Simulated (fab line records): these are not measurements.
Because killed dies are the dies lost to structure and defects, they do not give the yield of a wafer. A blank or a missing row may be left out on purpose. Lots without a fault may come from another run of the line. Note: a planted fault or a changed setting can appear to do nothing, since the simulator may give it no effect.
Matching of chambers :: flow n5-finfet :: ald-metal-04 running N5_BEOL_M11_ALD_74: 4 sister chambers
The step deposits TaN, target thk 2 nm, pulse time 2 s, purge time 3 s. 4 wafers are shown with their chamber, then 8 later ones without.

== EACH WAFER AND ITS CHAMBER ==
wafer: L087.5
chamber: 3
heater-power-w (W): 373

wafer: L087.6
chamber: 2
heater-power-w (W): 428

wafer: L093.2
chamber: 0
heater-power-w (W): 341

wafer: L091.1
chamber: 1
heater-power-w (W): 423

== WAFERS WITHOUT THEIR CHAMBER ==
wafer: L091.2
heater-power-w (W): 358

wafer: L091.4
heater-power-w (W): 418

wafer: L092.4
heater-power-w (W): 358

wafer: L092.5
heater-power-w (W): 333

wafer: L092.6
heater-power-w (W): 361

wafer: L095.1
heater-power-w (W): 335

wafer: L095.3
heater-power-w (W): 416

wafer: L095.5
heater-power-w (W): 371

== WHICH CHAMBER EACH WENT THROUGH ==
wafer: L091.2
from the rows above: can't be placed: 3 or 0
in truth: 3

wafer: L091.4
from the rows above: can't be placed: 1 or 2
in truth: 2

wafer: L092.4
from the rows above: can't be placed: 3 or 0
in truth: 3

wafer: L092.5
from the rows above: 0
in truth: 0

wafer: L092.6
from the rows above: can't be placed: 3 or 0
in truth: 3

wafer: L095.1
from the rows above: 0
in truth: 0

wafer: L095.3
from the rows above: can't be placed: 1 or 2
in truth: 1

wafer: L095.5
from the rows above: 3
in truth: 3
Correct placement for 3 of the 8. Cannot be placed on the basis of these rows: 5; the candidates contain the true chamber in 5. Placed wrongly: 0.
How it was worked out, from the rows above alone: a wafer's distance from a chamber is the root of the sum, over the readings, of the square of ((its reading less the chamber's mean) divided by the reading's scatter). The wafer belongs to the nearest chamber; if the next one is less than 2 further off, it can't be placed. Each chamber's mean is taken over the wafers shown for it. The scatter: with one shown wafer a chamber, the root of the mean of the squares of how far each hidden wafer lies from its nearest shown one.
